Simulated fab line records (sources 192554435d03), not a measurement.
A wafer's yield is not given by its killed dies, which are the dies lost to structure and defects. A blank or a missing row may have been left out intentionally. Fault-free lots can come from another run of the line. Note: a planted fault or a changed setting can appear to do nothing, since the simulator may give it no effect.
Which of the tools did it? + flow n5_finfet + 11 lots, 30 wafers sampled, at 3 steps of a route of 1938

== WHAT THE GAUGES SHOWED, per wafer ==
N5_PASSIVATION_OVL_MEAS_66. Usual: PASS_OPEN_OVL typically reads -3 nm, with standard deviation 5.
| lot  | measured     | on         | PASS_OPEN_OVL (nm) | flag |
|------|--------------|------------|--------------------|------|
| L244 | day 11 23:28 | overlay-02 | 5 1 -2             |      |
| L246 | day 12 12:56 | overlay-02 | 5 -1               |      |
| L245 | day 12 20:24 | overlay-02 | 5 -2 -3            |      |
| L252 | day 13 21:31 | overlay-02 | -7 2 -2            |      |
| L253 | day 15 03:28 | overlay-01 | -15 -5 -7          |      |
| L258 | day 15 17:58 | overlay-01 | 1 -3               |      |
| L262 | day 18 09:31 | overlay-01 | -6 -6 -4           |      |
| L264 | day 17 13:16 | overlay-02 | -1 -5 5            |      |
| L261 | day 17 20:41 | overlay-02 | -5 -7              |      |
| L265 | day 18 13:10 | overlay-01 | -1 0 4             |      |
| L266 | day 18 21:08 | overlay-01 | -3 -2 -1           |      |

== EACH LOT AND THE TOOL THAT RAN IT (in order: tool; ch and the chambers of the sampled wafers; start) ==
| lot  | N5_BEOL_M6_ETCH_66                 | N5_PASSIVATION_AL_ETCH_33         |
|------|------------------------------------|-----------------------------------|
| L244 | rie_diel-02 ch 1,2, day 8 17:44    | rie_metal-02 ch 1, day 11 21:52   |
| L246 | rie_diel-02 ch 1,2, day 9 06:42    | rie_metal-02 ch 0,1, day 12 11:35 |
| L245 | rie_diel-05 ch 0,3, day 9 10:25    | rie_metal-01 ch 0,1, day 12 18:49 |
| L252 | rie_diel-02 ch 0,2,3, day 10 16:14 | rie_metal-03 ch 0,1, day 13 19:55 |
| L253 | rie_diel-02 ch 0,1,3, day 11 07:20 | rie_metal-01 ch 0,1, day 15 01:52 |
| L258 | rie_diel-01 ch 0,2, day 12 12:43   | rie_metal-03 ch 1, day 15 16:23   |
| L262 | rie_diel-05 ch 0,2,3, day 13 23:05 | rie_metal-02 ch 0,1, day 18 07:47 |
| L264 | rie_diel-01 ch 1,2,3, day 14 05:35 | rie_metal-02 ch 0,1, day 17 11:24 |
| L261 | rie_diel-02 ch 0,2, day 14 13:49   | rie_metal-01 ch 0,1, day 17 18:59 |
| L265 | rie_diel-02 ch 0,3, day 14 19:35   | rie_metal-03 ch 0,1, day 18 11:26 |
| L266 | rie_diel-02 ch 1,2, day 15 12:05   | rie_metal-01 ch 0,1, day 18 19:17 |
- N5_BEOL_M6_ETCH_66: etches SOC in N2/H2, target depth 80 nm, overetch 16 nm, time 120 s.
- N5_PASSIVATION_AL_ETCH_33: etches Al in Cl2/BCl3, stops on TaN, target depth 2800 nm, time 466.7 s.

== WHAT THE TOOLS THEMSELVES READ (means of the sampled wafers that have a number; where no wafer has one, the mark that the record gives instead) ==
N5_BEOL_M6_ETCH_66. Usual: drypump_motor_current_A 5.4 A, standard deviation 0.47; oes_product_au 0.61 a.u., standard deviation 0.045; rf_vpp_V 525.6 V, standard deviation 2.2; showerhead_plenum_p_Torr 2.61 Torr, standard deviation 0.073; throttle_valve_pct 17.88 %, standard deviation 0.26.
| lot  | tool        | drypump_motor_current_A (A) | oes_product_au (a.u.) | rf_vpp_V (V) | showerhead_plenum_p_Torr (Torr) | throttle_valve_pct (%) | flag |
|------|-------------|-----------------------------|-----------------------|--------------|---------------------------------|------------------------|------|
| L244 | rie_diel-02 | 5.9                         | 0.64                  | 528.1        | 2.67                            | 17.64                  |      |
| L246 | rie_diel-02 | 5.7                         | 0.62                  | 527.6        | 2.67                            | 17.70                  |      |
| L245 | rie_diel-05 | 5.2                         | 0.64                  | 523.1        | 2.55                            | 18.07                  |      |
| L252 | rie_diel-02 | 5.5                         | 0.60                  | 524.9        | 2.59                            | 17.81                  |      |
| L253 | rie_diel-02 | 5.0                         | 0.58                  | 524.9        | 2.60                            | 17.95                  |      |
| L258 | rie_diel-01 | 5.6                         | 0.65                  | 527.2        | 2.64                            | 17.63                  |      |
| L262 | rie_diel-05 | 5.2                         | 0.64                  | 524.1        | 2.54                            | 17.94                  |      |
| L264 | rie_diel-01 | 5.5                         | 0.59                  | 525.4        | 2.59                            | 18.03                  |      |
| L261 | rie_diel-02 | 5.7                         | 0.58                  | 524.7        | 2.59                            | 17.77                  |      |
| L265 | rie_diel-02 | 5.1                         | 0.55                  | 523.7        | 2.55                            | 18.02                  |      |
| L266 | rie_diel-02 | 5.4                         | 0.58                  | 527.6        | 2.66                            | 17.83                  |      |

N5_PASSIVATION_AL_ETCH_33. Usual: drypump_motor_current_A 5.7 A, standard deviation 0.39; oes_product_au 0.71 a.u., standard deviation 0.064; throttle_valve_pct 34.1 %, standard deviation 0.42.
| lot  | tool         | drypump_motor_current_A (A) | oes_product_au (a.u.) | throttle_valve_pct (%) | flag |
|------|--------------|-----------------------------|-----------------------|------------------------|------|
| L244 | rie_metal-02 | 6.3                         | 0.68                  | 33.5                   |      |
| L246 | rie_metal-02 | 5.9                         | 0.67                  | 33.8                   |      |
| L245 | rie_metal-01 | 5.4                         | 0.82                  | 34.6                   |      |
| L252 | rie_metal-03 | 5.8                         | 0.69                  | 34.3                   |      |
| L253 | rie_metal-01 | 5.3                         | 0.77                  | 34.4                   |      |
| L258 | rie_metal-03 | 5.9                         | 0.68                  | 34.5                   |      |
| L262 | rie_metal-02 | 5.9                         | 0.64                  | 33.8                   |      |
| L264 | rie_metal-02 | 6.1                         | 0.65                  | 33.7                   |      |
| L261 | rie_metal-01 | 5.3                         | 0.77                  | 34.5                   |      |
| L265 | rie_metal-03 | 5.7                         | 0.66                  | 34.2                   |      |
| L266 | rie_metal-01 | 5.4                         | 0.77                  | 34.6                   |      |

== THE ANSWER, worked out from the rows above alone ==
Rule: a lot is off if the mean of its wafers that have a number lies more than 3 standard deviations from the usual mean. Also off: a lot with no number at a reading for which 4 or more lots have one. All remaining lots with rows at the step are treated as sound. First the gauges in route order, then the tools' own readings, where a lot's mean is used as printed above. At the first step where some lot is off, the reading lying furthest off is the one used; lots without a number count as furthest.
No lot is off on any of the readings shown, so nothing can be concluded from this.

== WHAT THE SIMULATOR PUT IN ==
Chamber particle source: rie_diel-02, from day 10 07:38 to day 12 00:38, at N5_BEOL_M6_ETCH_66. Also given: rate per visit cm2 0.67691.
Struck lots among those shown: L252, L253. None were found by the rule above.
